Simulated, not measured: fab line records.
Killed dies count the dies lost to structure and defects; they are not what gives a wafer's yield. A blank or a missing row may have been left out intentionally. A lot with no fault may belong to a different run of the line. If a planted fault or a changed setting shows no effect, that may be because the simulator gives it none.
fab line records	flow n5Finfet
record: lots: 10	wafers: 28	lastDay: 17
route steps=1938 shown HKMG_FIN@420 BEOL_M4@1111
lots untouched by any fault: they come from a run of this same line in which no faults occurred
startH: hours from the record's first day to the start of the lot's first wafer shown	waitH: hours since the lot's step before	" identical to the entry in the row above	L1.1+2: several wafers, shown together as one row	- no value, or no start given	* or withheld: withheld	< > ~ a bound
route shown NAME@n: NAME is a module with steps in the file, n the number in the route of the first one	usual: mean and standard deviation over wafers with no fault	same: alike in all rows	chamber/n: place in a boat	sites: the reading at each site	_std_site: how widely they spread, as a standard deviation	_edge_site: the outer-site mean with the inner-site mean subtracted	radiusMm: for every site, how far away it sits from the centre of the wafer	mask NAME#n: copy n	behind: tool/chamber where the wafer was last shaped	hold: the reason the lot was held/the length of the hold in hours/how it ended	device: which transistor (n, p or np) failed to switch	end of line: tests of these same wafers at the route's end	where a step has no rows: the recipe by itself	killed: at the first sort, the dies lost to defects and structure; wafer yield is something else	map: shows each die of a wafer: x if killed, . if not, _ if none is there
set.NAME: the setting the step ran with; set.NAME@STEP: the setting that earlier step ran with	model.NAME: the simulator's own value behind a step, which no gauge read
a sample of lots followed through the steps of the route, with each step as a table and each wafer as a row
services: when a tool's chamber went out of use (startH, in hours from the record's first day, below 0 if earlier), for how many hours, and the reason
== steps ==
step: N5_HKMG_FIN_THK_MEAS_70
recipe: thkMeasGauge: xrf	reads: HfO2_of_HKMG_FIN_HK_ALD_01
usual: HK_THK: 1.590/0.018
lot.wafer	tool	chamber	startH	waitH	HK_THK[nm]
L185.3	filmMetro-01	-	75.29	0.2	1.594
L185.4	"	-	"	"	1.574
L185.5	"	-	"	"	1.584
L188.1	filmMetro-02	-	95.86	0.2	1.565
L188.3	"	-	"	"	1.623
L188.4	"	-	"	"	1.563
L190.2	filmMetro-01	-	104.25	0.2	1.571
L190.4	"	-	"	"	1.598
L190.6	"	-	"	"	1.592
L189.2	filmMetro-01	-	106.43	0.2	1.582
L189.5	"	-	"	"	1.609
L191.1	filmMetro-02	-	113.39	0.2	1.596
L191.2	"	-	"	"	1.572
L191.4	"	-	"	"	1.597
L192.1	filmMetro-01	-	119.40	0.2	1.609
L192.3	"	-	"	"	1.608
L192.6	"	-	"	"	1.611
L193.3	filmMetro-01	-	129.11	0.2	1.607
L193.5	"	-	"	"	1.593
L201.1	filmMetro-01	-	175.98	0.2	1.583
L201.2	"	-	"	"	1.594
L201.5	"	-	"	"	1.585
L203.1	filmMetro-01	-	183.69	0.2	1.574
L203.3	"	-	"	"	1.572
L203.4	"	-	"	"	1.566
L205.1	filmMetro-01	-	195.39	0.2	1.601
L205.2	"	-	"	"	1.606
L205.6	"	-	"	"	1.615
step: N5_HKMG_FIN_OVL_MEAS_13
recipe: pointsPerWafer: 44
usual: NWFM_OVL: 0.3/0.69
same: pointsPerWafer: 44
lot.wafer	tool	chamber	startH	waitH	NWFM_OVL[nm]
L185.3	overlay-01	0	76.07	0.0	-0.4
L185.4	"	0	"	"	0.6
L185.5	"	0	"	"	0.8
L188.1	overlay-01	0	96.77	0.0	1.6
L188.3	"	0	"	"	1.1
L188.4	"	0	"	"	-0.4
L190.2	overlay-02	0	105.04	0.0	0.5
L190.4	"	0	"	"	0.4
L190.6	"	0	"	"	1.3
L189.2	overlay-01	0	107.33	0.0	0.2
L189.5	"	0	"	"	-0.2
L191.1	overlay-01	0	114.17	0.0	0.4
L191.2	"	0	"	"	0.1
L191.4	"	0	"	"	0.7
L192.1	overlay-02	0	120.18	0.0	0.7
L192.3	"	0	"	"	1.1
L192.6	"	0	"	"	1.2
L193.3	overlay-02	0	130.01	0.0	0.5
L193.5	"	0	"	"	0.5
L201.1	overlay-02	0	176.89	0.0	-0.7
L201.2	"	0	"	"	0.4
L201.5	"	0	"	"	-0.1
L203.1	overlay-01	0	184.59	0.0	0.0
L203.3	"	0	"	"	-0.2
L203.4	"	0	"	"	-0.7
L205.1	overlay-01	0	196.31	0.0	0.0
L205.2	"	0	"	"	1.3
L205.6	"	0	"	"	0.2
step: N5_HKMG_FIN_STRIP_34
recipe: chemistry: CF4	resist: SiARC	powerW: 300	biasPowerW: 75	pressureMtorr: 50	cf4FlowSccm: 150	rfFrequencyHz: 6e+07
usual: drypumpMotorCurrentA: 5.8/0.34	oesProductAu: 0.77/0.095	rfFwdPowerW: 294.0/1.5	rfVppV: 270.6/1.9	showerheadPlenumPTorr: 1.77/0.076	throttleValvePct: 13.67/0.25
lot.wafer	tool	chamber	startH	waitH	drypumpMotorCurrentA	oesProductAu	rfFwdPowerW	rfHoursCounterH	rfVppV	showerheadPlenumPTorr	throttleValvePct
L185.3	rieDiel-06	0	76.41	0.0	5.8	0.86	296.0	58	270.7	1.76	13.37
L185.4	"	3	"	"	6.4	0.69	295.1	227	270.0	1.77	13.76
L185.5	"	1	"	"	5.4	0.68	-	-	270.1	1.70	13.85
L188.1	rieDiel-05	3	97.11	0.0	5.8	0.69	292.9	240	268.8	1.70	13.69
L188.3	"	1	"	"	6.0	0.70	295.6	185	269.6	1.72	13.38
L188.4	"	2	"	"	5.4	0.69	294.5	245	269.1	1.70	13.82
L190.2	rieDiel-03	0	105.56	0.0	5.6	0.72	295.4	190	271.2	1.79	13.54
L190.4	"	1	"	"	5.9	0.70	-	234	272.2	1.84	14.12
L190.6	"	1	"	"	5.9	0.70	-	-	272.5	1.84	14.12
L189.2	rieDiel-05	1	107.67	0.0	5.9	0.70	294.2	189	269.9	1.72	13.38
L189.5	"	0	"	"	5.3	0.72	292.2	-	267.7	1.71	14.06
L191.1	rieDiel-06	1	114.51	0.0	5.3	0.98	293.2	0	272.5	1.91	13.27
L191.2	"	0	"	"	5.8	0.84	295.4	72	268.8	1.75	13.41
L191.4	"	2	"	"	6.3	0.69	292.3	224	271.9	1.77	13.74
L192.1	rieDiel-03	1	121.86	0.0	5.9	0.68	-	241	271.5	1.84	14.13
L192.3	"	3	"	"	6.1	0.79	295.9	88	272.9	1.88	13.74
L192.6	"	2	"	"	6.1	0.76	292.4	-	268.3	1.66	13.79
L193.3	rieDiel-03	0	131.07	0.0	5.5	0.71	295.3	202	272.0	1.78	13.58
L193.5	"	1	"	"	5.9	0.69	-	-	272.7	1.84	14.17
L201.1	rieDiel-03	1	177.83	0.0	5.9	0.93	292.3	10	270.8	1.83	13.61
L201.2	"	0	"	"	5.6	0.70	-	226	271.4	1.78	13.63
L201.5	"	1	"	"	5.9	0.93	292.5	-	273.1	1.83	13.61
L203.1	rieDiel-03	0	185.00	0.0	5.5	0.70	296.2	229	269.7	1.78	13.65
L203.3	"	3	"	"	6.2	0.76	293.2	120	272.9	1.87	13.80
L203.4	"	2	"	"	6.2	0.74	290.8	174	267.3	1.65	13.84
L205.1	rieDiel-03	0	196.91	0.0	5.6	0.68	294.7	234	269.9	1.77	13.66
L205.2	"	2	"	"	6.2	0.73	291.1	178	268.7	1.65	13.84
L205.6	"	2	"	"	6.1	0.74	292.8	-	268.8	1.65	13.85
step: N5_HKMG_FIN_NWFM_ALD_20
recipe: material: TiAlC	targetThkA: 20	tempC: 300	aldPrecursorFamily: TiCl4	aldCoReactant: TEA	pulseTimeS: 3	purgeTimeS: 2	coReactantPurgeTimeS: 2	coReactantPulseTimeS: 10	aldCycles: 7	pressureTorr: 3
usual: coReactantPulseTimeS: 10/0	heaterPowerW: 480/37	precursorPulseHeightRel: 1.001/0.019
same: aldCycles: 7	purgeTimeS: 2
lot.wafer	tool	chamber	startH	waitH	coReactantPulseTimeS	heaterPowerW	precursorPulseHeightRel
L185.3	aldMetal-03	1	78.20	0.1	10	451	0.946
L185.4	"	0	"	"	10	518	1.011
L185.5	"	1	"	"	10	456	1.003
L188.1	aldMetal-04	1	98.79	0.3	10	477	1.009
L188.3	"	2	"	"	10	467	0.950
L188.4	"	3	"	"	10	538	1.003
L190.2	aldMetal-04	2	107.26	0.3	10	461	1.008
L190.4	"	0	"	"	10	427	1.043
L190.6	"	2	"	"	10	466	1.000
L189.2	aldMetal-04	2	109.34	0.3	10	470	0.995
L189.5	"	0	"	"	11.821	425	0.985
L191.1	aldMetal-03	3	116.28	0.3	10	444	0.980
L191.2	"	0	"	"	10	518	1.025
L191.4	"	2	"	"	10	505	1.014
L192.1	aldMetal-04	2	123.81	0.3	10	458	0.992
L192.3	"	0	"	"	11.821	425	1.015
L192.6	"	0	"	"	10	412	1.028
L193.3	aldMetal-04	1	132.85	0.1	11.821	472	1.018
L193.5	"	0	"	"	11.821	422	1.034
L201.1	aldMetal-03	2	179.68	0.3	10	509	1.015
L201.2	"	1	"	"	10	453	1.002
L201.5	"	3	"	"	10	435	0.967
L203.1	aldMetal-02	1	186.68	0.3	10	478	1.021
L203.3	"	2	"	"	10	503	0.994
L203.4	"	0	"	"	10	554	0.982
L205.1	aldMetal-03	2	198.59	0.3	10	497	1.031
L205.2	"	3	"	"	10	435	1.000
L205.6	"	2	"	"	10	515	1.007
step: N5_BEOL_M4_RC_MEAS_101
usual: DIBL_N: 35.9/1.3	DIBL_P: 36.3/1.5	IOFF_N: 0.153/0.023	IOFF_P: 0.208/0.028	ION_N: 672/9.7	ION_P: 462/6.6	SS_N: 71.5/0.53	SS_P: 73.3/0.59	VT_N: 250.4/2.7	VT_P: -250.5/3
lot.wafer	tool	chamber	startH	waitH	DIBL_N[mV/V]	DIBL_P[mV/V]	IOFF_N[nA/um]	IOFF_P[nA/um]	ION_N[uA/um]	ION_P[uA/um]	SS_N[mV/dec]	SS_P[mV/dec]	VT_N[mV]	VT_P[mV]
L185.3	prober-02	0	168.84	0.3	35.3	35.2	0.137	0.175	660	453	71.3	73.1	250.9	-254.6
L185.4	"	0	"	"	36.9	37.2	0.162	0.197	679	461	71.8	73.7	249.6	-255.0
L185.5	"	0	"	"	34.4	33.8	0.120	0.152	660	450	70.7	72.3	254.1	-257.9
L188.1	prober-01	0	200.32	0.0	37.3	37.6	0.186	0.275	672	470	72.6	73.6	245.2	-245.2
L188.3	"	0	"	"	35.1	34.8	0.148	0.214	670	469	71.1	72.8	250.7	-248.0
L188.4	"	0	"	"	38.7	39.2	0.218	0.307	690	478	73.0	73.3	246.7	-243.2
L189.2	prober-02	0	203.99	0.2	35.8	35.4	0.147	0.200	677	456	70.9	72.8	249.8	-250.4
L189.5	"	0	"	"	35.4	35.4	0.155	0.186	674	459	71.3	72.3	249.5	-252.4
L190.2	prober-02	0	211.64	0.2	35.9	36.9	0.143	0.198	655	451	71.9	72.9	253.9	-255.0
L190.4	"	0	"	"	37.1	38.6	0.173	0.225	671	461	71.3	73.9	248.6	-249.8
L190.6	"	0	"	"	34.8	36.6	0.137	0.194	666	459	70.9	72.7	251.7	-250.7
L191.1	prober-01	0	223.00	0.0	36.8	37.2	0.170	0.235	681	470	72.2	73.8	248.3	-249.1
L191.2	"	0	"	"	36.9	35.8	0.168	0.222	685	469	70.7	73.4	248.3	-250.4
L191.4	"	0	"	"	35.7	35.7	0.149	0.217	671	467	71.8	73.9	252.0	-249.9
L192.1	prober-01	0	225.15	0.0	37.4	38.0	0.171	0.221	674	466	72.1	74.5	248.5	-248.4
L192.3	"	0	"	"	37.9	38.7	0.199	0.235	682	465	70.7	74.4	246.9	-250.6
L192.6	"	0	"	"	38.0	39.7	0.196	0.259	682	477	72.0	74.4	246.2	-249.4
L193.3	prober-02	0	231.84	0.3	36.2	35.9	0.161	0.189	674	457	71.2	73.1	249.9	-255.5
L193.5	"	0	"	"	35.2	35.0	0.138	0.176	669	452	71.2	73.4	253.6	-256.2
L201.1	prober-02	0	279.92	0.0	36.5	37.9	0.160	0.218	675	461	70.8	73.0	251.5	-249.8
L201.2	"	0	"	"	36.5	37.4	0.157	0.206	682	459	71.5	73.5	254.7	-253.8
L201.5	"	0	"	"	36.9	37.7	0.169	0.215	669	455	71.6	73.4	251.7	-250.4
L203.1	prober-02	0	304.84	0.0	34.6	34.6	0.142	0.180	679	461	70.4	72.8	248.7	-251.5
L203.3	"	0	"	"	36.1	35.9	0.158	0.198	679	460	71.5	73.5	250.2	-250.3
L203.4	"	0	"	"	35.8	36.2	0.146	0.207	666	456	71.8	73.4	252.1	-248.1
L205.1	prober-01	0	309.20	0.0	35.8	38.0	0.168	0.216	673	462	71.5	73.4	249.3	-252.6
L205.2	"	0	"	"	32.8	34.6	0.121	0.176	669	460	71.3	72.8	251.3	-253.5
L205.6	"	0	"	"	34.9	37.1	0.152	0.203	685	474	71.5	73.5	252.4	-249.4
== services ==
tool	chamber	startH	hours	kind
rieDiel-03	3	54.33	32.3	repair
rieDiel-06	1	87.45	-	clean
rieDiel-06	1	87.45	-	consumableReplace:focusRing
rieDiel-06	1	87.45	-	consumableReplace:showerhead
rieDiel-06	1	87.45	24.6	scheduledDown
rieDiel-06	1	87.45	24.6	ventCycle
rieDiel-05	-	117.79	14.6	pm
rieDiel-06	0	131.83	6.3	repair
aldMetal-04	0	140.80	8.0	repair
rieDiel-03	1	141.03	-	clean
rieDiel-03	1	141.03	-	consumableReplace:focusRing
rieDiel-03	1	141.03	15.4	scheduledDown
rieDiel-03	1	141.03	15.4	ventCycle
rieDiel-06	3	142.93	-	clean
rieDiel-06	3	142.93	-	consumableReplace:focusRing
rieDiel-06	3	142.93	10.0	scheduledDown
rieDiel-06	3	142.93	10.0	ventCycle
rieDiel-05	-	143.02	12.1	repair
rieDiel-03	0	160.20	1.9	repair
aldMetal-03	-	162.67	2.8	pm
rieDiel-05	2	178.77	4.2	repair
aldMetal-04	0	179.39	16.4	repair
aldMetal-04	-	187.95	1.2	pm
aldMetal-02	-	189.88	0.6	repair
== key ==
firstSign: step: N5_HKMG_FIN_NWFM_ALD_20	reading: coReactantPulseTimeS	direction: up	sigmas: 99+	usual: *	struck: *
effect none on later readings
metAt N5_HKMG_FIN_NWFM_ALD_20
struckLots L189,L192,L193
struckWafers L189.5,L192.3,L193.3,L193.5
notActingAt N5_HKMG_FIN_THK_MEAS_70,N5_HKMG_FIN_OVL_MEAS_13,N5_HKMG_FIN_STRIP_34
onsetBetween 107.26 109.34
fault: kind: processParameterDrift	tool: aldMetal-04	chamber: -	onsetH: 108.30	steps: N5_HKMG_FIN_NWFM_ALD_20	channel: coReactantPulseTimeS	offset: *	shape: step	endH: 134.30	scope: struckWafersOnly	actsIn: *	stated: *
